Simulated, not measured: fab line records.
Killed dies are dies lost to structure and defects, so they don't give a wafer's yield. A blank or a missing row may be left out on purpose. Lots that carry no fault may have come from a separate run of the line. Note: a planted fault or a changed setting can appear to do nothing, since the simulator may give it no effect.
Matching of chambers -- flow n5Finfet -- 4 sister chambers for N5_BEOL_M1_ALD_98 on aldSin-02
The step deposits SiO2, target thk 2.5 nm, pulse time 1 s, co reactant pulse time 1 s. 8 wafers are shown with their chamber, then 9 later ones without.

== WAFERS, EACH WITH ITS CHAMBER ==
wafer,chamber,heaterPowerW (W),precursorPulseHeightRel
L075.3,0,73,0.978
L081.6,0,72,1.001
L084.4,3,78,0.983
L086.4,1,71,0.983
L086.5,3,77,0.970
L090.3,1,71,0.955
L090.4,2,74,0.995
L090.6,2,73,0.963

== WAFERS WITH NO CHAMBER GIVEN ==
wafer,heaterPowerW (W),precursorPulseHeightRel
L091.1,73,1.015
L091.2,71,0.984
L091.3,77,0.979
L091.4,74,0.986
L091.5,72,0.995
L091.6,74,0.996
L095.1,77,1.040
L095.3,75,0.998
L095.5,73,0.970

== THE CHAMBER EACH PASSED THROUGH ==
wafer,from the rows above,in truth
L091.1,can't be placed: 0 or 2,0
L091.2,can't be placed: 1 or 0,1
L091.3,3,3
L091.4,can't be placed: 2 or 0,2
L091.5,can't be placed: 0 or 1 or 2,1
L091.6,can't be placed: 2 or 0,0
L095.1,3,3
L095.3,can't be placed: 2 or 0 or 3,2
L095.5,can't be placed: 2 or 0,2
Correct placement for 2 of the 9. Not placeable from these rows: 7 (in 7, the candidates include the true chamber). Number placed wrongly: 0.
How it was worked out, from the rows above alone: a wafer's distance from a chamber is the root of the sum, over the readings, of the square of ((its reading less the chamber's mean) divided by the reading's scatter). The wafer belongs to the nearest chamber; if the next one is less than 2 further off, it can't be placed. For every chamber, the mean is computed from those of its wafers that are shown. The scatter: the root of (the sum of the squares of (reading less its chamber's mean) over the shown wafers, divided by (wafers less chambers)).
